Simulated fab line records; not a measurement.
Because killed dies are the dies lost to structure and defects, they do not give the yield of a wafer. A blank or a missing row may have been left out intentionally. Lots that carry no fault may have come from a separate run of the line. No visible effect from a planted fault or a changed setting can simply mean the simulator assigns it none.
A struck lot beside a sound one / flow n5-finfet / 15 out of 1938 route steps
Sound: wafers L249.1, L249.3, L249.5. Struck: wafer L255.1. (L255.6 of the same lot was not struck and is left out.) The cause comes at the end.
At each step with rows: each side's tool, then ch and its chambers, then its first start. Under that, the readings that differ: sound wafers / struck wafers / difference of the means / sigmas: that difference in standard deviations of wafers without a fault.
alike: a reading whose means differ by less than 2 such deviations, as well as words and numbers matching on both sides. not compared: withheld readings; readings where some wafer has no value; bounds like >300 that might hide an equal value; numbers whose values overlap and for which the record gives no deviation.
Wherever a step has rows on one side only, a row that says differs or no value, or a row with sigmas, the two part there. Numbers that have no deviation but don't overlap get no sigmas and don't part them. Lack of a reading on every wafer of one side parts them only where that side has two or more wafers.

first, 6 steps without rows for these wafers: N5_BEOL_M4_COAT_05 (resist thk 30 nm); N5_BEOL_M4_EBR_07; N5_BEOL_M4_SOFTBAKE_06 (time 60 s); N5_BEOL_M4_EXPOSE_08 (exposes mask M4); N5_BEOL_M4_PEB_09 (peb time 60 s); N5_BEOL_M4_DEVELOP_10 (develop time 30 s).
N5_BEOL_M4_CD_MEAS_11 targets a cd of 16.79 nm.
  sound on cd-sem-01 ch 0, day 11 01:11; struck on cd-sem-03 ch 0, day 12 16:20
  alike: cd-nm
N5_BEOL_M4_OVL_MEAS_12:
  sound on overlay-02 ch 0, day 11 01:13; struck on overlay-01 ch 0, day 12 16:22
  alike: M4_OVL
N5_BEOL_M4_INSPECT_13: inspects for defects (brightfield).
  sound on defect-inspect-01, day 11 01:16; struck on defect-inspect-01, day 12 16:25
  alike: raw-defect-count
N5_BEOL_M4_DESCUM_16: chemistry O2, time 7 s.
  sound on rie-diel-06 ch 0,2, day 11 01:19; struck on rie-diel-06 ch 1, day 12 16:28
reading=throttle-valve-pct (%); sound=20.57 20.67 20.66; struck=20.25; difference=-0.38; sigmas=-3
  alike: drypump-motor-current-A, oes-product-au, rf-vpp-V, showerhead-plenum-p-Torr
  not compared: rf-hours-counter-h
N5_BEOL_M4_ETCH_74: etches underlayer in N2/H2, target depth 6.5 nm, time 5.2 s.
  sound on rie-diel-06 ch 0,2, day 11 01:20; struck on rie-diel-06 ch 1, day 12 16:29
  alike: drypump-motor-current-A, etch-rf-on-time-s, oes-product-au, rf-vpp-V, showerhead-plenum-p-Torr, throttle-valve-pct
  not compared: rf-hours-counter-h
N5_BEOL_M4_ETCH_63: etches SiARC in CF4, target depth 15.6 nm, time 26 s.
  sound on rie-diel-06 ch 0,2, day 11 01:22; struck on rie-diel-06 ch 1, day 12 16:31
  alike: drypump-motor-current-A, etch-rf-on-time-s, oes-product-au, rf-vpp-V, showerhead-plenum-p-Torr, throttle-valve-pct
  not compared: rf-hours-counter-h
N5_BEOL_M4_ETCH_64: etches SOC in N2/H2, target depth 75 nm, overetch 22.5 nm, time 121.9 s.
  sound on rie-diel-06 ch 0,2, day 11 01:23; struck on rie-diel-06 ch 1, day 12 16:32
reading=oes-product-au (a.u.); sound=0.52 0.58 0.58; struck=0.75; difference=+0.19; sigmas=+3
reading=model.SiARC_of_BEOL_M4_COAT_62.thk-nm (nm); sound=6 6.6 6.6; struck=6.8; difference=+0.4; sigmas=
  alike: drypump-motor-current-A, rf-vpp-V, showerhead-plenum-p-Torr, throttle-valve-pct
  not compared: rf-hours-counter-h
then, 1 step without rows for these wafers: N5_BEOL_M4_STRIP_65 (strips in N2/H2).
N5_BEOL_M4_RC_MEAS_101:
  sound on prober-01 ch 0, day 11 10:19; struck on prober-01 ch 0, day 13 00:23
  alike: DIBL_N, DIBL_P, IOFF_N, IOFF_P, ION_N, ION_P, SS_N, SS_P, VT_N, VT_P

WHERE THEY PART
Earliest at N5_BEOL_M4_DESCUM_16; latest, in this record, at N5_BEOL_M4_ETCH_64. Later steps at which nothing parts them and some readings are alike: N5_BEOL_M4_RC_MEAS_101.

WHY: the cause the simulator had injected
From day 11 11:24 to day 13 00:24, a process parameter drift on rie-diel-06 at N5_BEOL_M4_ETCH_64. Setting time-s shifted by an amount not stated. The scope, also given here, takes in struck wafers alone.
